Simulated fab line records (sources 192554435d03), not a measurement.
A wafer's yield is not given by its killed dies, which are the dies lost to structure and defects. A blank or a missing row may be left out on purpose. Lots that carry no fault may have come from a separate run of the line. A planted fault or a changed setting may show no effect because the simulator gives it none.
What tool caused it?	flow n5 finfet	24 lots (72 wafers sampled), 1 step of a 1938-step route

WHAT THE GAUGES READ, wafer by wafer
N5_MOL_CONTACT_COAG_OVL_MEAS_41.
lot	measured	on	VD_OVL (nm)
L074	day 5 01:41	overlay-01	-0.1 -0.4 -0.2
L075	day 5 13:49	overlay-02	-1.3 -1.4 -1.8
L076	day 5 16:58	overlay-01	-0.4 -0.2 -0.4
L077	day 5 20:40	overlay-01	-1.2 -1.4 -0.6
L078	day 6 06:31	overlay-02	-0.5 -0.1 0.4
L079	day 6 10:32	overlay-02	0.2 0.3 1.4
L080	day 6 16:46	overlay-02	-0.4 0.3 -1.0
L081	day 6 19:17	overlay-02	0.2 -0.3 -1.1
L082	day 7 05:05	overlay-01	-0.1 0.0 0.5
L083	day 7 11:50	overlay-01	-0.8 -0.5 0.1
L084	day 7 16:01	overlay-02	-0.2 0.0 -0.3
L085	day 8 02:29	overlay-01	-0.7 -0.7 0.6
L086	day 8 05:59	overlay-02	-0.3 -0.7 -1.0
L087	day 8 11:13	overlay-02	-0.5 -0.3 -0.4
L088	day 8 14:13	overlay-01	-1.1 0.0 0.5
L089	day 8 19:10	overlay-02	-1.0 -0.8 -0.6
L090	day 9 04:04	overlay-01	-0.8 -0.9 -0.6
L091	day 9 07:28	overlay-02	-0.9 0.1 0.8
L092	day 9 16:29	overlay-01	-0.5 -0.3 0.7
L093	day 9 19:13	overlay-01	-0.8 -1.0 -0.1
L094	day 10 09:10	overlay-01	-1.6 -1.1 -1.7
L095	day 10 09:13	overlay-01	-0.6 -0.9 -1.1
L096	day 10 22:41	overlay-01	-0.6 0.1 -0.2
L097	day 11 01:01	overlay-01	0.3 -0.7 -0.3

TOOL THAT RAN EACH LOT (tool first, then ch and the chambers of the sampled wafers, then the start)
The record holds no process step before these readings.

AS READ BY THE TOOLS THEMSELVES (means over the sampled wafers that have a number; for cases with no such wafer, the mark the record gives instead)
The record holds no such reading with a usual standard deviation.

THE ANSWER, worked out from the rows above alone
Rule: what is usual is taken from the lots themselves. The widest of any qualifying gaps counts: lots, ordered by their means at a reading, are off when they make up no more than a third of the lots, leave a main group of 4 or more, and stand apart from it by 3 or more times the standard deviation of that group's means. The tables above print the reading to a certain number of digits; a main group whose means all agree to those digits is not used. A lot without any number at a reading at which 4 lots or more have one is off too. Where the step has rows for the other lots, those lots are counted as sound. First the gauges in route order, then the tools' own readings, where a lot's mean is used as printed above. The first step at which some lot is off is used, and at that step the reading that is off furthest; a lot without a number counts as furthest.
Nothing can be told from this: no lot is off at any reading shown.

WHAT THE SIMULATOR HAD PUT IN
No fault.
